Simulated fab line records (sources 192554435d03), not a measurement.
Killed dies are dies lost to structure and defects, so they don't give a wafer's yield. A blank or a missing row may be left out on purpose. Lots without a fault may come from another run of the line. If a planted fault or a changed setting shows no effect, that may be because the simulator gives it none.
Chamber matching / flow n5Finfet / N5_BEOL_M0_SAQP_PECVD_96 on pecvd-02: 3 sister chambers
The step deposits a-Si from SiH4/He, target thk 45 nm, time 45.2 s. 3 wafers are shown with their chamber, then 12 later ones without.

== WAFERS, EACH WITH ITS CHAMBER ==
wafer=L090.5; chamber=1; showerheadPlenumPTorr (Torr)=5.729
wafer=L091.1; chamber=2; showerheadPlenumPTorr (Torr)=5.705
wafer=L091.4; chamber=0; showerheadPlenumPTorr (Torr)=5.676

== WAFERS WITH NO CHAMBER GIVEN ==
wafer=L092.1; showerheadPlenumPTorr (Torr)=5.689
wafer=L092.3; showerheadPlenumPTorr (Torr)=5.690
wafer=L092.4; showerheadPlenumPTorr (Torr)=5.666
wafer=L093.1; showerheadPlenumPTorr (Torr)=5.685
wafer=L093.5; showerheadPlenumPTorr (Torr)=5.728
wafer=L093.6; showerheadPlenumPTorr (Torr)=5.714
wafer=L095.1; showerheadPlenumPTorr (Torr)=5.705
wafer=L095.2; showerheadPlenumPTorr (Torr)=5.749
wafer=L095.4; showerheadPlenumPTorr (Torr)=5.699
wafer=L097.2; showerheadPlenumPTorr (Torr)=5.667
wafer=L097.4; showerheadPlenumPTorr (Torr)=5.730
wafer=L097.5; showerheadPlenumPTorr (Torr)=5.670

== THE CHAMBER EACH PASSED THROUGH ==
wafer=L092.1; from the rows above=can't be placed: 0 or 2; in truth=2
wafer=L092.3; from the rows above=can't be placed: 0 or 2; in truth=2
wafer=L092.4; from the rows above=0; in truth=0
wafer=L093.1; from the rows above=can't be placed: 0 or 2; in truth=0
wafer=L093.5; from the rows above=1; in truth=1
wafer=L093.6; from the rows above=can't be placed: 2 or 1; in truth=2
wafer=L095.1; from the rows above=2; in truth=2
wafer=L095.2; from the rows above=1; in truth=1
wafer=L095.4; from the rows above=can't be placed: 2 or 0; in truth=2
wafer=L097.2; from the rows above=0; in truth=0
wafer=L097.4; from the rows above=1; in truth=1
wafer=L097.5; from the rows above=0; in truth=0
Placed correctly: 7 of 12. Can't be placed from these rows: 5 (the true chamber is among the candidates in 5). Number placed wrongly: 0.
How it was worked out, from the rows above alone: a wafer's distance from a chamber is the root of the sum, over the readings, of the square of ((its reading less the chamber's mean) divided by the reading's scatter). If the next closest chamber is less than 2 further off than the closest, the wafer can't be placed; otherwise it belongs to the closest. Each chamber's mean is taken over the wafers shown for it. The scatter: with one shown wafer a chamber, the root of the mean of the squares of how far each hidden wafer lies from its nearest shown one.
